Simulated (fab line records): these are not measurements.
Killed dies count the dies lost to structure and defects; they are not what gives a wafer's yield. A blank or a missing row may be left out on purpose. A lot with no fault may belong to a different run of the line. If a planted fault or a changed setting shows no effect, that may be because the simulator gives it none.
fab line records	flow n5Finfet	part 1 of 2: steps 1 to 13 of 20
record lots=5	wafers=15	lastDay=16
route steps=1938 shown BEOL_M0_CUTY@708 BEOL_M0@715
lots that met no fault: taken from a fault-free run of the same line
startH: hours from the record's opening day to when the first of the lot's shown wafers began	waitH: how many hours have passed since the lot's step before this one	" the same as in the row above	L1.1+2: one row covering several wafers at once	- either no value or no given start	* or withheld: withheld	< > ~ a bound
route shown NAME@n: NAME is a module with steps in the file, n the number in the route of the first one	usual: mean and standard deviation over wafers with no fault	same: alike in all rows	chamber/n: place in a boat	sites: each site's reading	_std_site: standard deviation across them	_edge_site: inner sites' mean taken away from outer sites' mean	radiusMm: how far each site lies from the wafer's centre	mask NAME#n: copy n	behind: the tool/chamber that last shaped the wafer	hold: why the lot went on hold/how many hours it stayed there/how the hold came to an end	device: transistor that didn't switch, given as n, p or np	end of line: the tests these same wafers got at the end of their route	a step with no rows: only its recipe	killed: count of dies lost to structure and defects at first sort (not the wafer's yield)	map: dies across one wafer; x = killed, . = not, _ = none there
set.NAME: setting as actually run; set.NAME@STEP: the setting as run at that earlier step	model.NAME: the simulator's own value behind a step, which no gauge read
lots seen at some steps along the route; tables by step, rows by wafer
services: a tool's chamber out of use, with start hour (startH, from the record's first day; less than 0 if before it), hours out, and reason
## steps
# step N5_BEOL_M0_CUTY_CD_MEAS_57
# recipe targetCdNm=200	landingEnergyEv=500	detector=seInlens	polarity=line
# usual cdNm=199.8/0.9
lot.wafer	tool	chamber	startH	waitH	cdNm
L076.1	cdSem-01	0	127.32	-	199.5
L076.3	"	0	"	"	200.5
L076.6	"	0	"	"	199.0
L077.1	cdSem-03	0	132.60	-	200.0
L077.3	"	0	"	"	200.2
L077.6	"	0	"	"	199.9
L079.1	cdSem-01	0	141.77	-	200.9
L079.2	"	0	"	"	200.6
L079.5	"	0	"	"	200.4
L086.3	cdSem-03	0	186.97	-	199.3
L086.4	"	0	"	"	199.1
L086.5	"	0	"	"	199.1
L089.1	cdSem-03	0	206.42	-	199.7
L089.2	"	0	"	"	200.7
L089.4	"	0	"	"	200.7
# step N5_BEOL_M0_CUTY_OVL_MEAS_58
# recipe pointsPerWafer=44
# usual M0_ABLK_OVL=-0.2/0.88
lot.wafer	tool	chamber	startH	waitH	M0_ABLK_OVL[nm]
L076.1	overlay-02	0	127.35	0.0	0.5
L076.3	"	0	"	"	-0.4
L076.6	"	0	"	"	-1.6
L077.1	overlay-02	0	132.63	0.0	-0.9
L077.3	"	0	"	"	-1.2
L077.6	"	0	"	"	-2.2
L079.1	overlay-01	0	141.81	0.0	-0.1
L079.2	"	0	"	"	-1.6
L079.5	"	0	"	"	0.3
L086.3	overlay-01	0	186.99	0.0	-0.8
L086.4	"	0	"	"	-0.2
L086.5	"	0	"	"	0.4
L089.1	overlay-02	0	206.45	0.0	-0.6
L089.2	"	0	"	"	-1.0
L089.4	"	0	"	"	-0.5
# step N5_BEOL_M0_CUTY_INSPECT_59
# recipe mode=adi	inspectInstrument=macro
# usual rawDefectCount=2.0/1.2
lot.wafer	tool	chamber	startH	waitH	rawDefectCount
L076.1	defectInspect-01	-	127.38	0.0	2
L076.3	"	-	"	"	2
L076.6	"	-	"	"	5
L077.1	defectInspect-01	-	132.66	0.0	3
L077.3	"	-	"	"	2
L077.6	"	-	"	"	3
L079.1	defectInspect-01	-	141.83	0.0	4
L079.2	"	-	"	"	1
L079.5	"	-	"	"	3
L086.3	defectInspect-01	-	187.02	0.0	1
L086.4	"	-	"	"	3
L086.5	"	-	"	"	0
L089.1	defectInspect-02	-	206.47	0.0	1
L089.2	"	-	"	"	2
L089.4	"	-	"	"	3
# step N5_BEOL_M0_CUTY_DESCUM_61
# recipe chemistry=O2	timeS=7.9	sourcePowerW=50	biasPowerW=20	pressureMtorr=20	rfFrequencyHz=2.712e+07	tempC=40	resist=CAR-ArF-block	o2FlowSccm=225
# usual drypumpMotorCurrentA=5.6/0.3	oesProductAu=0.81/0.096	rfFwdPowerW=49.35/0.19	rfVppV=243.1/1.2	showerheadPlenumPTorr=2.09/0.066	tempC=40.00/0.11	throttleValvePct=20.28/0.21
# same timeS=7.9
lot.wafer	tool	chamber	startH	waitH	drypumpMotorCurrentA	oesProductAu	rfFwdPowerW	rfHoursCounterH	rfVppV	showerheadPlenumPTorr	tempC	throttleValvePct
L076.1	rieDiel-01	2	127.41	0.0	5.7	0.90	49.21	31	241.7	2.06	39.96	20.03
L076.3	"	0	"	"	5.2	0.66	49.41	253	242.5	2.05	39.94	20.68
L076.6	"	1	"	"	5.5	0.71	49.31	-	243.6	2.08	39.89	20.90
L077.1	rieDiel-02	2	132.69	0.0	5.7	0.92	49.34	21	243.3	2.05	39.89	20.10
L077.3	"	0	"	"	5.9	0.73	49.15	159	244.5	2.18	40.12	20.21
L077.6	"	2	"	"	5.7	0.91	49.25	-	241.2	2.05	40.09	20.13
L079.1	rieDiel-01	2	142.05	0.2	5.7	0.90	49.19	37	244.0	2.06	40.10	20.02
L079.2	"	1	"	"	5.5	0.70	49.46	210	242.9	2.08	40.14	20.92
L079.5	"	1	"	"	5.5	0.70	49.56	-	242.7	2.08	40.05	20.92
L086.3	rieDiel-02	0	187.28	0.3	5.8	0.71	49.28	178	243.4	2.18	39.94	20.25
L086.4	"	1	"	"	5.8	0.90	49.29	20	243.0	2.05	39.81	20.17
L086.5	"	0	"	"	5.9	0.71	49.55	-	244.1	2.18	39.88	20.24
L089.1	rieDiel-02	2	206.57	0.1	5.7	0.87	49.29	48	241.8	2.04	40.10	20.16
L089.2	"	0	"	"	5.9	0.71	49.15	186	246.0	2.18	39.85	20.27
L089.4	"	1	"	"	5.8	0.89	49.43	27	243.4	2.05	39.98	20.19
# step N5_BEOL_M0_CUTY_ETCH_62
# recipe chemistry=CF4	target=SiARC	maskMaterial=CAR-ArF-block	timeS=58.5	ionEnergyEv=80	pressureMtorr=40	sourceW=545	biasW=36	Ar_flow_sccm=100	cf4FlowSccm=100	ends=cleared
# usual cf4FlowSccm=100.0/0.3	drypumpMotorCurrentA=5.6/0.3	etchRfOnTimeS=57.7/0.76	oesProductAu=0.69/0.081	rfFwdPowerW=537.4/2.1	rfVppV=184.0/1.1	showerheadPlenumPTorr=2.14/0.061	throttleValvePct=15.45/0.22
lot.wafer	tool	chamber	startH	waitH	cf4FlowSccm	drypumpMotorCurrentA	etchRfOnTimeS	oesProductAu	rfFwdPowerW	rfHoursCounterH	rfVppV	showerheadPlenumPTorr	throttleValvePct
L076.1	rieDiel-01	2	127.44	0.0	99.9	5.8	58.5	0.77	535.3	31	184.1	2.10	15.12
L076.3	"	0	"	"	99.3	5.2	58.7	0.56	537.9	253	182.3	2.11	15.89
L076.6	"	1	"	"	99.7	5.5	58.9	0.60	539.9	-	183.0	2.12	16.06
L077.1	rieDiel-02	2	132.73	0.0	100.4	5.7	57.8	0.78	534.7	21	184.8	2.10	15.30
L077.3	"	0	"	"	99.7	5.8	57.9	0.62	537.7	159	184.7	2.22	15.37
L077.6	"	2	"	"	99.9	5.7	57.4	0.78	533.5	-	184.1	2.10	15.28
L079.1	rieDiel-01	2	142.08	0.0	99.7	5.7	58.8	0.76	533.4	37	183.0	2.10	15.12
L079.2	"	1	"	"	99.8	5.5	59.3	0.59	541.1	210	185.0	2.12	16.06
L079.5	"	1	"	"	100.2	5.5	59.2	0.60	540.9	-	183.4	2.12	16.06
L086.3	rieDiel-02	0	187.31	0.0	100.3	5.9	57.4	0.61	537.7	178	185.3	2.21	15.41
L086.4	"	1	"	"	99.7	5.8	58.4	0.76	535.6	20	184.9	2.10	15.32
L086.5	"	0	"	"	99.9	5.9	57.6	0.62	536.4	-	185.0	2.21	15.41
L089.1	rieDiel-02	2	206.61	0.0	100.6	5.7	57.0	0.75	536.3	48	184.0	2.09	15.33
L089.2	"	0	"	"	100.6	5.9	57.3	0.60	537.3	186	185.9	2.21	15.43
L089.4	"	1	"	"	99.6	5.8	57.9	0.75	537.2	27	181.4	2.10	15.34
# step N5_BEOL_M0_CUTY_ETCH_63
# recipe chemistry=N2/H2	target=SOC	targetDepthA=827	overetchA=165	maskMaterial=SiARC	tempC=40	ionEnergyEv=200	timeS=124	pressureMtorr=30	sourceW=840	biasW=150	n2FlowSccm=200	h2FlowSccm=200
# usual drypumpMotorCurrentA=5.6/0.31	n2FlowSccm=200.0/0.63	oesProductAu=0.66/0.074	rfFwdPowerW=836.2/2.4	rfVppV=523.8/2.4	showerheadPlenumPTorr=2.54/0.078	tempC=40.00/0.11	throttleValvePct=17.69/0.2
# same timeS=124
lot.wafer	tool	chamber	startH	waitH	drypumpMotorCurrentA	n2FlowSccm	oesProductAu	rfFwdPowerW	rfHoursCounterH	rfVppV	showerheadPlenumPTorr	tempC	throttleValvePct
L076.1	rieDiel-01	2	127.49	0.0	5.7	199.9	0.74	834.6	31	521.9	2.49	40.15	17.36
L076.3	"	0	"	"	5.2	198.9	0.54	836.8	254	522.5	2.50	39.93	18.11
L076.6	"	1	"	"	5.6	200.5	0.58	835.5	-	523.4	2.52	39.92	18.18
L077.1	rieDiel-02	2	132.77	0.0	5.7	199.7	0.74	833.5	21	522.7	2.49	40.08	17.58
L077.3	"	0	"	"	5.9	199.9	0.59	833.2	159	526.7	2.64	40.08	17.60
L077.6	"	2	"	"	5.7	199.0	0.73	833.7	-	520.8	2.49	40.13	17.58
L079.1	rieDiel-01	2	142.13	0.0	5.8	201.1	0.72	832.5	37	522.2	2.48	40.14	17.39
L079.2	"	1	"	"	5.5	199.4	0.59	832.1	211	523.1	2.52	40.14	18.21
L079.5	"	1	"	"	5.5	199.9	0.57	832.7	-	523.0	2.52	39.98	18.20
L086.3	rieDiel-02	0	187.36	0.0	5.9	200.3	0.58	836.7	178	527.9	2.63	39.87	17.63
L086.4	"	1	"	"	5.9	199.5	0.73	839.1	20	522.6	2.50	40.05	17.60
L086.5	"	0	"	"	5.9	199.9	0.58	838.5	-	529.0	2.63	40.04	17.61
L089.1	rieDiel-02	2	206.66	0.0	5.6	200.3	0.70	839.7	48	521.2	2.48	40.02	17.63
L089.2	"	0	"	"	5.9	199.9	0.57	836.8	186	526.5	2.63	40.21	17.64
L089.4	"	1	"	"	5.8	199.7	0.72	835.1	28	521.2	2.49	40.05	17.61
# step N5_BEOL_M0_CUTY_STRIP_64
# recipe chemistry=N2/H2	tempC=40	n2FlowSccm=200	h2FlowSccm=200	rfFrequencyHz=6e+07
lot.wafer	tool	chamber	startH	waitH
L076.1+3+6	rieDiel-01	2,0,1	127.60	0.1
L077.1+3+6	rieDiel-02	2,0,2	132.89	0.1
L079.1+2+5	rieDiel-01	2,1,1	142.24	0.1
L086.3+4+5	rieDiel-02	0,1,0	187.47	0.1
L089.1+2+4	rieDiel-02	2,0,1	206.77	0.1
# step N5_BEOL_M0_ETCH_138
# recipe chemistry=CH3F/O2	targetDepthA=120	target=SiCN	timeS=31.6	ionEnergyEv=120	pressureMtorr=30	sourceW=395	biasW=75	Ar_flow_sccm=150	CH3F_flow_sccm=30	O2_flow_sccm=20	ends=cleared
# usual drypumpMotorCurrentA=5.6/0.3	etchRfOnTimeS=28.7/0.67	oesProductAu=0.69/0.082	rfFwdPowerW=385.7/1.5	rfVppV=297.2/1.6	showerheadPlenumPTorr=2.00/0.063	throttleValvePct=16.17/0.22
lot.wafer	tool	chamber	startH	waitH	drypumpMotorCurrentA	etchRfOnTimeS	oesProductAu	rfFwdPowerW	rfHoursCounterH	rfVppV	showerheadPlenumPTorr	throttleValvePct
L076.1	rieDiel-01	2	127.61	0.0	5.8	28.4	0.78	384.1	31	296.4	1.96	15.82
L076.3	"	0	"	"	5.2	28.9	0.57	388.3	254	296.6	1.97	16.59
L076.6	"	1	"	"	5.5	29.2	0.61	385.3	-	296.9	1.98	16.73
L077.1	rieDiel-02	2	132.90	0.0	5.7	27.5	0.78	384.9	21	296.4	1.96	16.00
L077.3	"	0	"	"	5.9	29.0	0.62	385.2	159	298.6	2.08	16.05
L077.6	"	2	"	"	5.7	29.2	0.79	385.7	-	294.9	1.96	15.99
L079.1	rieDiel-01	2	142.25	0.0	5.8	28.3	0.77	385.9	37	295.8	1.96	15.85
L079.2	"	1	"	"	5.5	29.7	0.60	386.6	211	295.8	1.98	16.77
L079.5	"	1	"	"	5.5	29.3	0.59	386.8	-	296.8	1.98	16.76
L086.3	rieDiel-02	0	187.48	0.0	5.9	28.6	0.61	384.0	178	297.3	2.07	16.10
L086.4	"	1	"	"	5.8	28.9	0.77	385.4	20	296.0	1.96	16.02
L086.5	"	0	"	"	5.9	29.4	0.61	385.8	-	299.8	2.07	16.10
L089.1	rieDiel-02	2	206.78	0.0	5.7	28.1	0.74	386.3	48	294.7	1.95	16.05
L089.2	"	0	"	"	5.9	28.2	0.60	383.2	186	298.9	2.07	16.12
L089.4	"	1	"	"	5.8	29.5	0.75	386.8	28	297.8	1.96	16.04
# step N5_BEOL_M0_HM_OPEN_105
# recipe chemistry=Cl2/BCl3	targetDepthA=120	target=TiN	ionEnergyEv=150	pressureMtorr=10	icpW=1000	biasW=126	Cl2_flow_sccm=53.25	bcl3FlowSccm=21.75	Ar_flow_sccm=25
# usual drypumpMotorCurrentA=5.8/0.34	oesProductAu=0.75/0.091	rfFwdPowerW=995/3	throttleValvePct=22.00/0.26
lot.wafer	tool	chamber	startH	waitH	drypumpMotorCurrentA	oesProductAu	rfFwdPowerW	rfHoursCounterH	throttleValvePct
L076.1	rieMetal-01	0	129.46	1.8	5.9	0.69	1003	66	21.77
L076.3	"	1	"	"	5.5	0.80	999	-	22.34
L076.6	"	1	"	"	5.5	0.80	994	-	22.36
L077.1	rieMetal-02	0	133.04	0.1	5.3	0.63	997	124	21.98
L077.3	"	0	"	"	5.3	0.62	996	-	22.00
L077.6	"	1	"	"	5.9	0.75	993	-	22.11
L079.1	rieMetal-01	0	143.94	1.7	6.0	0.69	998	67	21.78
L079.2	"	1	"	"	5.4	0.79	999	34	22.37
L079.5	"	1	"	"	5.4	0.79	996	-	22.36
L086.3	rieMetal-03	1	190.10	2.6	5.4	0.95	1001	-	21.48
L086.4	"	0	"	"	6.3	0.78	994	-	22.06
L086.5	"	1	"	"	5.4	0.96	996	-	21.47
L089.1	rieMetal-01	0	206.95	0.1	6.0	0.69	997	72	21.80
L089.2	"	1	"	"	5.5	0.78	998	38	22.36
L089.4	"	0	"	"	6.0	0.68	999	-	21.81
# step N5_BEOL_M0_STRIP_140
# recipe chemistry=CF4	resist=SiARC	powerW=300	biasPowerW=75	pressureMtorr=50	cf4FlowSccm=150	rfFrequencyHz=6e+07
# usual cf4FlowSccm=150.1/0.43	drypumpMotorCurrentA=5.7/0.35	oesProductAu=0.79/0.091	rfFwdPowerW=292.6/0.92	rfVppV=271.0/1.7	showerheadPlenumPTorr=1.78/0.051	throttleValvePct=13.45/0.28
lot.wafer	tool	chamber	startH	waitH	cf4FlowSccm	drypumpMotorCurrentA	oesProductAu	rfFwdPowerW	rfHoursCounterH	rfVppV	showerheadPlenumPTorr	throttleValvePct
L076.1	rieDiel-02	3	129.67	0.2	150.4	5.2	0.73	292.7	168	272.8	1.85	13.45
L076.3	"	0	"	"	150.2	5.9	0.71	292.0	158	272.3	1.86	13.37
L076.6	"	2	"	"	150.2	5.7	0.90	290.9	-	268.8	1.76	13.23
L077.1	rieDiel-06	0	133.22	0.1	149.3	5.3	0.84	294.0	38	274.8	1.89	13.32
L077.3	"	1	"	"	150.8	5.6	0.73	293.1	164	272.0	1.79	13.52
L077.6	"	1	"	"	150.6	5.6	0.73	294.5	-	272.2	1.79	13.54
L079.1	rieDiel-01	1	144.12	0.1	150.8	5.5	0.69	292.2	211	271.2	1.78	14.03
L079.2	"	0	"	"	150.3	5.1	0.65	292.1	260	272.5	1.76	13.93
L079.5	"	2	"	"	150.5	5.7	0.87	291.5	-	272.4	1.76	13.08
L086.3	rieDiel-02	2	190.23	0.1	150.2	5.7	0.85	292.7	43	270.6	1.75	13.28
L086.4	"	3	"	"	149.9	5.2	0.72	291.7	190	273.3	1.84	13.50
L086.5	"	2	"	"	150.6	5.7	0.84	293.5	-	273.7	1.75	13.27
L089.1	rieDiel-01	3	207.26	0.3	149.5	6.4	0.91	293.6	22	271.3	1.76	13.25
L089.2	"	1	"	"	150.2	5.5	0.68	292.6	239	270.3	1.77	14.09
L089.4	"	0	"	"	150.2	5.2	0.94	292.0	8	270.7	1.76	13.32
# step N5_BEOL_M0_STRIP_104
# recipe chemistry=N2/H2	powerW=450	tempC=40	pressureMtorr=20	rfFrequencyHz=6e+07	overashFraction=0.3	biasPowerW=7	h2Frac=0.5	n2FlowSccm=200	h2FlowSccm=200
# usual drypumpMotorCurrentA=5.7/0.35	n2FlowSccm=200.0/0.59	oesProductAu=0.81/0.098	rfVppV=59.1/1.7	showerheadPlenumPTorr=2.52/0.081	tempC=40.01/0.1	throttleValvePct=23.55/0.25
# same overashFraction=0.3
lot.wafer	tool	chamber	startH	waitH	drypumpMotorCurrentA	n2FlowSccm	oesProductAu	rfHoursCounterH	rfVppV	showerheadPlenumPTorr	tempC	throttleValvePct
L076.1	rieDiel-02	3	129.69	0.0	5.2	200.7	0.74	168	58.3	2.64	39.89	23.36
L076.3	"	0	"	"	5.9	199.7	0.72	158	58.5	2.63	40.11	23.41
L076.6	"	2	"	"	5.6	200.8	0.93	-	57.4	2.49	40.27	23.50
L077.1	rieDiel-06	0	133.24	0.0	5.3	199.0	0.85	38	57.7	2.70	40.02	23.57
L077.3	"	1	"	"	5.6	200.1	0.75	164	58.5	2.53	40.08	23.26
L077.6	"	1	"	"	5.6	199.5	0.74	-	61.6	2.53	40.20	23.24
L079.1	rieDiel-01	1	144.14	0.0	5.5	200.3	0.71	211	58.3	2.51	40.00	23.95
L079.2	"	0	"	"	5.2	200.7	0.65	260	58.1	2.49	40.17	23.97
L079.5	"	2	"	"	5.7	199.4	0.91	-	61.3	2.48	40.07	23.29
L086.3	rieDiel-02	2	190.25	0.0	5.7	200.0	0.88	43	59.8	2.48	40.04	23.50
L086.4	"	3	"	"	5.2	199.6	0.73	190	58.4	2.64	40.11	23.37
L086.5	"	2	"	"	5.7	199.4	0.88	-	59.1	2.48	39.98	23.50
L089.1	rieDiel-01	3	207.28	0.0	6.4	200.5	0.95	22	63.0	2.49	39.84	23.36
L089.2	"	1	"	"	5.6	199.9	0.68	239	58.1	2.50	40.02	23.97
L089.4	"	0	"	"	5.2	201.0	0.97	8	61.1	2.48	39.93	23.56
# step N5_BEOL_M0_WET_ETCH_106
# recipe chemistry=DHF	dilution=10:1	tempC=25	target=SiO2	targetDepthA=1300	dry=ipaMarangoni	rinseTimeS=30	rinseTempC=23
# usual tempC=25.00/0.1
lot.wafer	tool	chamber	startH	waitH	tempC
L076.1	wetBench-04	6	129.76	-	24.97
L076.3	"	2	"	"	25.08
L076.6	"	7	"	"	24.92
L077.1	wetBench-05	2	133.30	-	25.08
L077.3	"	0	"	"	25.03
L077.6	"	3	"	"	25.16
L079.1	wetBench-05	4	144.20	-	25.09
L079.2	"	3	"	"	24.99
L079.5	"	6	"	"	25.06
L086.3	wetBench-05	3	190.38	-	24.96
L086.4	"	6	"	"	25.18
L086.5	"	2	"	"	24.97
L089.1	wetBench-03	4	207.35	-	24.95
L089.2	"	5	"	"	25.08
L089.4	"	6	"	"	25.19
# step N5_BEOL_M0_ETCH_128
# recipe chemistry=CF4/N2	targetDepthA=120	overetchA=51	target=SiCN	timeS=21.4	ionEnergyEv=150	pressureMtorr=40	sourceW=430	biasW=70	Ar_flow_sccm=100	cf4FlowSccm=60	n2FlowSccm=60
# usual cf4FlowSccm=59.99/0.17	drypumpMotorCurrentA=5.7/0.37	n2FlowSccm=59.97/0.18	oesProductAu=0.56/0.066	rfFwdPowerW=425.6/1.4	rfVppV=381.8/1.8	showerheadPlenumPTorr=2.19/0.063	throttleValvePct=15.31/0.27
# same timeS=21.4
lot.wafer	tool	chamber	startH	waitH	cf4FlowSccm	drypumpMotorCurrentA	n2FlowSccm	oesProductAu	rfFwdPowerW	rfHoursCounterH	rfVppV	showerheadPlenumPTorr	throttleValvePct
L076.1	rieDiel-02	2	129.85	0.0	59.80	5.6	59.91	0.63	424.2	20	381.9	2.16	15.11
L076.3	"	0	"	"	60.10	5.8	59.99	0.50	426.3	158	384.6	2.29	15.18
L076.6	"	3	"	"	59.92	5.2	59.86	0.51	425.6	-	383.8	2.29	15.32
L077.1	rieDiel-01	1	133.36	0.0	59.98	5.5	59.91	0.48	426.5	206	384.2	2.19	15.86
L077.3	"	2	"	"	60.04	5.8	59.74	0.61	423.8	33	380.0	2.16	14.94
L077.6	"	0	"	"	60.10	5.1	60.18	0.46	424.1	-	382.3	2.17	15.71
L079.1	rieDiel-01	1	144.33	0.1	60.08	5.5	60.15	0.48	425.9	211	381.6	2.19	15.87
L079.2	"	0	"	"	60.28	5.2	59.93	0.45	425.1	260	380.6	2.17	15.72
L079.5	"	0	"	"	59.92	5.2	59.93	0.45	425.1	-	380.6	2.17	15.74
L086.3	rieDiel-02	3	191.15	0.7	59.80	5.2	59.77	0.50	425.5	190	383.7	2.28	15.36
L086.4	"	0	"	"	60.12	5.9	60.05	0.49	424.9	180	384.2	2.28	15.22
L086.5	"	0	"	"	59.89	5.9	60.06	0.50	423.4	-	384.4	2.28	15.23
L089.1	rieDiel-01	2	207.40	0.0	60.06	5.7	60.06	0.58	424.0	66	381.4	2.15	15.00
L089.2	"	1	"	"	60.05	5.5	60.29	0.46	427.8	239	381.8	2.18	15.92
L089.4	"	3	"	"	60.38	6.4	59.71	0.64	425.1	22	380.1	2.17	15.17
